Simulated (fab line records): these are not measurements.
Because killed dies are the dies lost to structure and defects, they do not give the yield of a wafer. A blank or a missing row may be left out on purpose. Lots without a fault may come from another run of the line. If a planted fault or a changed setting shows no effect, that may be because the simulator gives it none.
Struck lot and sound lot, side by side	flow n5Finfet	27 steps out of a route of 1938
Sound: these wafers, L490.1, L490.2, L490.6. Wafers L477.1, L477.4, L477.6 were the ones struck. The cause is given at the end.
Each step with rows lists, per side, the tool, then ch with its chambers, then its first start. Under that, the readings that differ: sound wafers	struck wafers	difference of the means	sigmas: that difference in standard deviations of wafers without a fault.
alike: readings with means less than 2 such deviations apart, plus words and numbers identical on both sides. not compared: withheld readings, readings lacking a value on some wafer, bounds such as >300 that could conceal the same value, and numbers that have no deviation in the record and whose values overlap.
A row with sigmas, a row that says differs or no value, or rows on one side alone: a step with any of these is where the two part. Numbers that don't overlap but have no deviation are shown without sigmas and don't part them. Lack of a reading on every wafer of one side parts them only where that side has two or more wafers.

first, 10 steps without rows for these wafers: N5_BEOL_M4_DESCUM_16 (chemistry O2, time 7 s); N5_BEOL_M4_ETCH_74 (etches underlayer in N2/H2, target depth 6.5 nm, time 5.2 s); N5_BEOL_M4_ETCH_63 (etches SiARC in CF4, target depth 15.6 nm, time 26 s); N5_BEOL_M4_ETCH_64 (etches SOC in N2/H2, target depth 75 nm, overetch 22.5 nm, time 121.9 s); N5_BEOL_M4_STRIP_65 (strips in N2/H2); N5_BEOL_M4_STRIP_75 (strips in N2/H2); N5_BEOL_M4_STRIP_66 (strips in CF4); N5_BEOL_M4_HM_OPEN_17 (chemistry Cl2/BCl3, target TiN, target depth 20 nm, overetch 6 nm); N5_BEOL_M4_STRIP_19 (strips in O2); N5_BEOL_M4_COAT_67 (time 60 s, resist thk 60 nm).
N5_BEOL_M4_COAT_68: time 60 s, resist thk 12 nm.
  sound on lithoTrack-03 ch 0, day 12 14:55; struck on lithoTrack-03 ch 0, day 9 10:02
reading	sound	struck	difference	sigmas
spinSpeedRpm (rpm)	1500.4 1501.9 1500.7	1828.6 1828.5 1828.2	+327.4	+99 or more
model.SiARC_of_BEOL_M4_COAT_68.thkNm (nm)	12 12 12	10.8 10.8 10.8	-1.2	
  alike: plateTempC
then, 9 steps without rows for these wafers: N5_BEOL_M4_COAT_76 (time 60 s, resist thk 5 nm); N5_BEOL_M4_COAT_22 (resist thk 30 nm); N5_BEOL_M4_EBR_24; N5_BEOL_M4_SOFTBAKE_23 (time 60 s); N5_BEOL_M4_EXPOSE_25 (exposes mask V3, defocus 5 nm); N5_BEOL_M4_PEB_26 (peb time 60 s); N5_BEOL_M4_DEVELOP_27 (develop time 30 s); N5_BEOL_M4_DESCUM_33 (chemistry O2, time 7 s); N5_BEOL_M4_ETCH_77 (etches underlayer in N2/H2, target depth 6.5 nm, time 5.2 s).
N5_BEOL_M4_ETCH_69: etches SiARC in CF4, target depth 15.6 nm, time 26 s.
  sound on rieDiel-02 ch 1,2,3, day 12 15:30; struck on rieDiel-03 ch 1,3, day 9 10:38
reading	sound	struck	difference	sigmas
etchRfOnTimeS (s)	26.6 26.0 24.6	23.6 24.2 24.1	-1.8	-2
model.etch.depthNm (nm)	12.03 12 11.99	10.89 10.89 10.85	-1.13	
model.CAR-EUV_of_BEOL_M4_COAT_22.thkNm (nm)	11 11 11.2	12 12 12.2	+1	
  alike: drypumpMotorCurrentA, oesProductAu, rfVppV, showerheadPlenumPTorr, throttleValvePct
  not compared: rfHoursCounterH
then, 1 step without rows for these wafers: N5_BEOL_M4_ALD_98 (deposits SiO2, target thk 2.5 nm, pulse time 1 s, co reactant pulse time 1 s).
N5_BEOL_M4_ETCHBACK_99: etches SiO2 in CHF3, target depth 5 nm, time 10.4 s.
  sound on rieDiel-03 ch 1,3, day 12 19:15; struck on rieDiel-02 ch 1,2, day 9 10:51
reading	sound	struck	difference	sigmas
model.CAR-EUV_of_BEOL_M4_COAT_22.thkNm (nm)	10.4 10.2 10.4	11.2 11.2 11.4	+0.9	
  alike: drypumpMotorCurrentA, oesProductAu, rfVppV, showerheadPlenumPTorr, throttleValvePct
  not compared: rfHoursCounterH
N5_BEOL_M4_ETCH_70: etches SOC in N2/H2, target depth 80 nm, overetch 24 nm, time 130 s.
  sound on rieDiel-03 ch 1,3, day 12 19:17; struck on rieDiel-02 ch 1,2, day 9 10:53
reading	sound	struck	difference	sigmas
model.SiARC_of_BEOL_M4_COAT_68.thkNm (nm)	5.6 6.2 6.2	4.2 4.6 4	-1.7	
  alike: drypumpMotorCurrentA, oesProductAu, rfVppV, showerheadPlenumPTorr, throttleValvePct
  not compared: rfHoursCounterH
then, 1 step without rows for these wafers: N5_BEOL_M4_STRIP_71 (strips in N2/H2).
N5_BEOL_M4_RC_MEAS_101:
  sound on prober-01 ch 0, day 13 01:22; struck on prober-02 ch 0, day 9 15:07
reading	sound	struck	difference	sigmas
VT_P (mV)	-253 -253 -255	-246 -245 -245	+8	+3
  alike: DIBL_N, DIBL_P, IOFF_N, IOFF_P, ION_N, ION_P, SS_N, SS_P, VT_N
then, 1 step without rows for these wafers: N5_PASSIVATION_PROBE_49.

== WHERE THEY PART ==
First at N5_BEOL_M4_COAT_68; last, within this record, at N5_BEOL_M4_RC_MEAS_101.

WHY: what the simulator had put in
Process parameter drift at N5_BEOL_M4_COAT_68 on lithoTrack-03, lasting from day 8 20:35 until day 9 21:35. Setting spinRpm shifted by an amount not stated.
